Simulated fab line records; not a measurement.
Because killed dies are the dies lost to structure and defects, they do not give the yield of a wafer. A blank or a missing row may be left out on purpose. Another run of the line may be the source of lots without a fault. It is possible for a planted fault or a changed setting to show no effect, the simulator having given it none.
Which tool was responsible?	flow n5 finfet	24 lots, 72 wafers sampled, at 6 steps of a route of 1938

WHAT THE GAUGES SHOWED, per wafer
The record holds no reading of a measuring or inspecting step that can be judged against a usual standard deviation.

WHICH TOOL RAN EACH LOT (tool, then ch and the chambers of the sampled wafers, then the start)
lot	N5_BEOL_M2_DESCUM_33	N5_BEOL_M2_ETCH_77	N5_BEOL_M2_ETCH_41	N5_BEOL_M2_PRE_CLEAN_45	N5_BEOL_M2_SPUTTER_48	N5_BEOL_M2_ANNEAL_80
L074	rie diel-05 ch 0,1, day 7 03:50	rie diel-05 ch 0,1, day 7 03:52	rie diel-01 ch 0,1,3, day 9 02:19 or earlier	pvd sputter-03, day 9 02:19	pvd sputter-02, day 9 03:51	pvd sputter-02, day 9 04:09
L076	rie diel-04 ch 0,1,2, day 7 09:50	rie diel-04 ch 0,1,2, day 7 09:52	rie diel-01 ch 0,1,3, day 9 01:02 or earlier	pvd sputter-02, day 9 01:02	pvd sputter-02, day 9 02:01	pvd sputter-02, day 9 02:19
L077	rie diel-05 ch 0,1,2, day 8 04:12	rie diel-05 ch 0,1,2, day 8 04:14	rie diel-05 ch 1,2,3, day 9 15:38 or earlier	pvd sputter-01, day 9 15:38	pvd sputter-02, day 9 16:19	pvd sputter-02, day 9 16:37
L078	rie diel-04 ch 0,1,2, day 8 04:15	rie diel-04 ch 0,1,2, day 8 04:17	rie diel-05 ch 0,1,3, day 9 16:06 or earlier	pvd sputter-01, day 9 16:06	pvd sputter-03, day 9 17:03	pvd sputter-03, day 9 17:21
L075	rie diel-05 ch 0,1, day 8 07:15	rie diel-05 ch 0,1, day 8 07:17	rie diel-01 ch 1,2,3, day 9 13:37 or earlier	pvd sputter-03, day 9 13:37	pvd sputter-02, day 9 14:28	pvd sputter-02, day 9 14:46
L079	rie diel-05 ch 0,2,3, day 8 07:54	rie diel-05 ch 0,2,3, day 8 07:56	rie diel-05 ch 0,1,3, day 10 00:50 or earlier	pvd sputter-02, day 10 00:50	pvd sputter-01, day 10 01:43	pvd sputter-01, day 10 02:01
L080	rie diel-04 ch 0,1,3, day 8 13:16	rie diel-04 ch 0,1,3, day 8 13:18	rie diel-01 ch 0,3, day 10 12:08 or earlier	pvd sputter-03, day 10 12:08	pvd sputter-01, day 10 12:41	pvd sputter-01, day 10 12:59
L081	rie diel-05 ch 0,2, day 8 19:41	rie diel-05 ch 0,2, day 8 19:44	rie diel-04 ch 2,3, day 10 05:04 or earlier	pvd sputter-01, day 10 05:04	pvd sputter-02, day 10 05:50	pvd sputter-02, day 10 06:08
L082	rie diel-04 ch 0,2,3, day 8 19:58	rie diel-04 ch 0,2,3, day 8 19:59	rie diel-01 ch 0,2, day 10 18:19 or earlier	pvd sputter-02, day 10 18:19	pvd sputter-02, day 10 19:17	pvd sputter-02, day 10 19:35
L083	rie diel-05 ch 2,3, day 8 20:57	rie diel-05 ch 2,3, day 8 20:59	rie diel-05 ch 1,2,3, day 10 20:30 or earlier	pvd sputter-01, day 10 20:30	pvd sputter-01, day 10 21:01	pvd sputter-01, day 10 21:19
L085	rie diel-05 ch 1,2, day 9 12:19	rie diel-05 ch 1,2, day 9 12:20	rie diel-01 ch 0,2,3, day 11 00:40 or earlier	pvd sputter-03, day 11 00:40	pvd sputter-02, day 11 01:35	pvd sputter-02, day 11 01:53
L084	rie diel-01 ch 0,2, day 9 17:00	rie diel-01 ch 0,2, day 9 17:02	rie diel-05 ch 0,1,2, day 11 06:53 or earlier	pvd sputter-01, day 11 06:53	pvd sputter-02, day 11 08:35	pvd sputter-02, day 11 08:53
L086	rie diel-05 ch 2,3, day 9 21:50	rie diel-05 ch 2,3, day 9 21:52	rie diel-04 ch 0,2,3, day 11 13:10 or earlier	pvd sputter-03, day 11 13:10	pvd sputter-03, day 11 14:23	pvd sputter-03, day 11 14:41
L087	rie diel-04 ch 2,3, day 10 05:36	rie diel-04 ch 2,3, day 10 05:39	rie diel-04 ch 0,2,3, day 12 02:08 or earlier	pvd sputter-01, day 12 02:08	pvd sputter-01, day 12 02:42	pvd sputter-01, day 12 03:00
L088	rie diel-04 ch 2,3, day 10 13:35	rie diel-04 ch 2,3, day 10 13:38	rie diel-01 ch 1,2,3, day 12 05:54 or earlier	pvd sputter-01, day 12 05:54	pvd sputter-01, day 12 06:41	pvd sputter-01, day 12 06:59
L089	rie diel-01 ch 0,3, day 10 14:01	rie diel-01 ch 0,3, day 10 14:03	rie diel-04 ch 0,1,2, day 12 08:56 or earlier	pvd sputter-02, day 12 08:56	pvd sputter-01, day 12 09:34	pvd sputter-01, day 12 09:52
L090	rie diel-04 ch 0,3, day 10 21:26	rie diel-04 ch 0,3, day 10 21:28	rie diel-04 ch 0,1,2, day 12 19:12 or earlier	pvd sputter-01, day 12 19:12	pvd sputter-01, day 12 20:04	pvd sputter-01, day 12 20:22
L091	rie diel-01 ch 0,3, day 10 23:11	rie diel-01 ch 0,3, day 10 23:13	rie diel-01 ch 0,3, day 13 07:13 or earlier	pvd sputter-02, day 13 07:13	pvd sputter-03, day 13 08:08	pvd sputter-03, day 13 08:26
L092	rie diel-04 ch 2,3, day 11 04:39	rie diel-04 ch 2,3, day 11 04:41	rie diel-05 ch 0,1, day 13 10:27 or earlier	pvd sputter-02, day 13 10:27	pvd sputter-03, day 13 11:08	pvd sputter-03, day 13 11:26
L093	rie diel-04 ch 0,2,3, day 11 06:10	rie diel-04 ch 0,2,3, day 11 06:11	rie diel-01 ch 0,1,2, day 13 10:29 or earlier	pvd sputter-01, day 13 10:29	pvd sputter-02, day 13 11:14	pvd sputter-02, day 13 11:32
L094	rie diel-04 ch 0,2,3, day 11 19:33	rie diel-04 ch 0,2,3, day 11 19:35	rie diel-05 ch 0,2,3, day 13 21:17 or earlier	pvd sputter-03, day 13 21:17	pvd sputter-01, day 13 22:26	pvd sputter-01, day 13 22:44
L095	rie diel-01 ch 0,3, day 12 01:54	rie diel-01 ch 0,3, day 12 01:56	rie diel-04 ch 0,3, day 14 04:13 or earlier	pvd sputter-02, day 14 04:13	pvd sputter-02, day 14 04:46	pvd sputter-02, day 14 05:04
L096	rie diel-01 ch 0,3, day 12 10:02	rie diel-01 ch 0,3, day 12 10:05	rie diel-04 ch 2,3, day 14 15:21 or earlier	pvd sputter-01, day 14 15:21	pvd sputter-02, day 14 16:07	pvd sputter-02, day 14 16:25
L097	rie diel-05 ch 1,2, day 12 11:05	rie diel-05 ch 1,2, day 12 11:07	rie diel-05 ch 0,2, day 14 15:50 or earlier	pvd sputter-01, day 14 15:50	pvd sputter-01, day 14 16:44	pvd sputter-01, day 14 17:02
- N5_BEOL_M2_DESCUM_33: chemistry O2, time 7 s.
- N5_BEOL_M2_ETCH_77: etches underlayer in N2/H2, target depth 6.5 nm, time 5.2 s.
- N5_BEOL_M2_ETCH_41: etches SiCN in CH3F/O2, target depth 29.9 nm, time 52.5 s.
- N5_BEOL_M2_PRE_CLEAN_45: time 30 s.
- N5_BEOL_M2_SPUTTER_48: material Cu, target thk 4.5 nm, time 8.29 s.
- N5_BEOL_M2_ANNEAL_80: time 240 s.

WHAT THE TOOLS THEMSELVES READ (means of the sampled wafers that have a number; where no wafer has one, the mark that the record gives instead)
N5_BEOL_M2_DESCUM_33.
lot	tool	drypump motor current A (A)	oes product au (a.u.)	rf vpp V (V)	showerhead plenum p Torr (Torr)	throttle valve pct (%)
L074	rie diel-05	6.0	0.94	245.4	2.23	20.37
L076	rie diel-04	5.7	0.80	242.8	2.10	20.43
L077	rie diel-05	5.9	0.88	243.8	2.18	20.21
L078	rie diel-04	5.7	0.80	243.8	2.09	20.42
L075	rie diel-05	6.0	0.91	245.6	2.23	20.39
L079	rie diel-05	6.1	0.85	244.4	2.19	20.17
L080	rie diel-04	5.7	0.75	243.1	2.12	20.56
L081	rie diel-05	5.7	0.83	244.5	2.17	20.07
L082	rie diel-04	5.5	0.72	243.8	2.10	20.46
L083	rie diel-05	6.1	0.87	244.4	2.15	20.18
L085	rie diel-05	5.9	0.88	244.1	2.14	20.23
L084	rie diel-01	5.8	0.75	243.8	2.11	20.19
L086	rie diel-05	6.4	0.86	244.5	2.20	20.31
L087	rie diel-04	5.7	0.75	243.4	2.10	20.29
L088	rie diel-04	5.7	0.71	244.0	2.12	20.41
L089	rie diel-01	6.3	0.76	243.0	2.12	20.26
L090	rie diel-04	5.3	0.88	242.6	2.09	20.37
L091	rie diel-01	6.3	0.77	243.5	2.16	20.30
L092	rie diel-04	5.7	0.73	243.5	2.09	20.31
L093	rie diel-04	5.5	0.80	243.1	2.09	20.35
L094	rie diel-04	5.5	0.78	243.3	2.09	20.36
L095	rie diel-01	6.3	0.74	244.2	2.12	20.29
L096	rie diel-01	6.3	0.74	242.7	2.12	20.30
L097	rie diel-05	5.9	0.83	244.0	2.13	20.28

N5_BEOL_M2_ETCH_77.
lot	tool	drypump motor current A (A)	etch rf on time s (s)	n2 flow sccm (sccm)	oes product au (a.u.)	rf vpp V (V)	showerhead plenum p Torr (Torr)	throttle valve pct (%)
L074	rie diel-05	6.0	5.04	199.8	0.80	529.0	2.71	17.79
L076	rie diel-04	5.7	5.23	200.1	0.68	525.4	2.56	17.97
L077	rie diel-05	5.9	5.18	199.9	0.75	527.6	2.67	17.69
L078	rie diel-04	5.7	5.22	199.3	0.68	524.1	2.56	17.99
L075	rie diel-05	6.0	5.08	200.2	0.78	528.2	2.71	17.82
L079	rie diel-05	6.1	5.14	200.2	0.74	527.3	2.65	17.50
L080	rie diel-04	5.7	5.20	200.5	0.64	524.6	2.58	18.09
L081	rie diel-05	5.7	5.17	199.9	0.71	526.2	2.64	17.47
L082	rie diel-04	5.5	5.11	199.4	0.62	523.6	2.56	17.95
L083	rie diel-05	6.1	5.32	200.3	0.74	525.1	2.62	17.64
L085	rie diel-05	5.9	5.24	200.7	0.74	525.0	2.63	17.84
L084	rie diel-01	5.8	5.21	199.4	0.64	524.4	2.60	17.86
L086	rie diel-05	6.4	5.15	200.4	0.74	527.0	2.65	17.56
L087	rie diel-04	5.7	5.14	201.0	0.64	523.9	2.56	17.79
L088	rie diel-04	5.7	5.10	200.5	0.62	524.6	2.58	17.90
L089	rie diel-01	6.3	5.30	200.0	0.64	525.3	2.58	17.80
L090	rie diel-04	5.3	5.07	199.8	0.76	523.3	2.54	17.85
L091	rie diel-01	6.3	5.31	199.3	0.65	525.1	2.64	17.94
L092	rie diel-04	5.7	5.06	199.5	0.63	523.5	2.56	17.83
L093	rie diel-04	5.5	5.10	199.9	0.69	524.1	2.55	17.83
L094	rie diel-04	5.5	5.14	200.7	0.68	522.3	2.54	17.84
L095	rie diel-01	6.4	5.33	200.5	0.63	524.9	2.58	17.83
L096	rie diel-01	6.3	5.35	200.8	0.61	525.0	2.58	17.82
L097	rie diel-05	5.9	5.35	200.0	0.69	527.2	2.62	17.90

N5_BEOL_M2_ETCH_41.
lot	tool	drypump motor current A (A)	oes product au (a.u.)	rf vpp V (V)	showerhead plenum p Torr (Torr)	throttle valve pct (%)
L074	rie diel-01	6.2	0.74	298.2	2.02	16.29
L076	rie diel-01	6.2	0.74	297.1	2.02	16.29
L077	rie diel-05	6.2	0.88	298.5	2.09	16.16
L078	rie diel-05	6.2	0.87	299.5	2.13	16.15
L075	rie diel-01	6.0	0.70	297.1	1.97	16.27
L079	rie diel-05	6.2	0.86	300.1	2.12	16.16
L080	rie diel-01	6.3	0.77	298.4	2.07	16.25
L081	rie diel-04	5.7	0.73	298.5	2.03	16.32
L082	rie diel-01	5.7	0.74	297.7	2.03	16.28
L083	rie diel-05	6.2	0.87	298.8	2.09	16.19
L085	rie diel-01	6.1	0.74	297.1	2.03	16.22
L084	rie diel-05	5.9	0.84	299.0	2.08	16.15
L086	rie diel-04	5.5	0.80	297.6	1.99	16.22
L087	rie diel-04	5.5	0.78	297.0	1.99	16.24
L088	rie diel-01	6.0	0.78	297.2	1.97	16.17
L089	rie diel-04	5.7	0.85	297.7	2.00	16.21
L090	rie diel-04	5.7	0.84	297.6	1.99	16.20
L091	rie diel-01	6.3	0.75	298.5	2.06	16.29
L092	rie diel-05	6.0	0.83	298.8	2.11	16.28
L093	rie diel-01	5.9	0.79	297.1	2.01	16.25
L094	rie diel-05	6.1	0.79	299.3	2.07	16.14
L095	rie diel-04	5.5	0.98	297.0	2.00	15.95
L096	rie diel-04	5.6	0.91	297.5	2.02	16.02
L097	rie diel-05	5.7	0.77	297.9	2.07	16.12

N5_BEOL_M2_PRE_CLEAN_45.
lot	tool	heater power w (W)
L074	pvd sputter-03	364
L076	pvd sputter-02	328
L077	pvd sputter-01	342
L078	pvd sputter-01	289
L075	pvd sputter-03	365
L079	pvd sputter-02	302
L080	pvd sputter-03	384
L081	pvd sputter-01	322
L082	pvd sputter-02	324
L083	pvd sputter-01	319
L085	pvd sputter-03	342
L084	pvd sputter-01	327
L086	pvd sputter-03	354
L087	pvd sputter-01	340
L088	pvd sputter-01	360
L089	pvd sputter-02	302
L090	pvd sputter-01	334
L091	pvd sputter-02	350
L092	pvd sputter-02	329
L093	pvd sputter-01	342
L094	pvd sputter-03	352
L095	pvd sputter-02	338
L096	pvd sputter-01	286
L097	pvd sputter-01	307

N5_BEOL_M2_SPUTTER_48.
lot	tool	chamber pressure pa (Pa)	throttle valve pct (%)
L074	pvd sputter-02	0.07	29.9
L076	pvd sputter-02	0.07	29.5
L077	pvd sputter-02	0.07	30.2
L078	pvd sputter-03	0.07	30.3
L075	pvd sputter-02	0.07	30.1
L079	pvd sputter-01	0.07	31.2
L080	pvd sputter-01	0.07	30.8
L081	pvd sputter-02	0.07	30.1
L082	pvd sputter-02	0.07	30.5
L083	pvd sputter-01	0.07	30.2
L085	pvd sputter-02	0.07	29.4
L084	pvd sputter-02	0.07	29.6
L086	pvd sputter-03	0.07	28.8
L087	pvd sputter-01	0.07	30.7
L088	pvd sputter-01	0.07	29.7
L089	pvd sputter-01	0.07	30.0
L090	pvd sputter-01	0.07	31.3
L091	pvd sputter-03	0.07	30.0
L092	pvd sputter-03	0.07	29.7
L093	pvd sputter-02	0.07	29.5
L094	pvd sputter-01	0.07	31.1
L095	pvd sputter-02	0.07	29.2
L096	pvd sputter-02	0.07	29.5
L097	pvd sputter-01	0.07	29.5

N5_BEOL_M2_ANNEAL_80.
lot	tool	heater power w (W)
L074	pvd sputter-02	746
L076	pvd sputter-02	795
L077	pvd sputter-02	823
L078	pvd sputter-03	882
L075	pvd sputter-02	902
L079	pvd sputter-01	820
L080	pvd sputter-01	848
L081	pvd sputter-02	824
L082	pvd sputter-02	774
L083	pvd sputter-01	823
L085	pvd sputter-02	788
L084	pvd sputter-02	784
L086	pvd sputter-03	766
L087	pvd sputter-01	848
L088	pvd sputter-01	763
L089	pvd sputter-01	751
L090	pvd sputter-01	889
L091	pvd sputter-03	820
L092	pvd sputter-03	900
L093	pvd sputter-02	705
L094	pvd sputter-01	824
L095	pvd sputter-02	713
L096	pvd sputter-02	805
L097	pvd sputter-01	726

THE ANSWER, worked out from the rows above alone
Rule: the lots themselves supply what counts as usual. Put in order of their means at a reading, lots are off if they are a third of the lots or fewer, leave a main group of 4 or more, and stand apart from it by a gap of 3 or more times the standard deviation of the main group's means; of several such gaps the widest counts. A main group is skipped when, at the precision printed for the reading in the tables above, its means are all equal. Also off: a lot with no number at a reading for which 4 or more lots have one. The other lots that the step has rows for count as sound. First the gauges in route order, then the tools' own readings, where a lot's mean is used as printed above. At the first step where some lot is off, the reading lying furthest off is the one used; lots without a number count as furthest.
Across all readings shown, no lot is off: no conclusion can be drawn from this.

WHAT HAD BEEN PUT IN BY THE SIMULATOR
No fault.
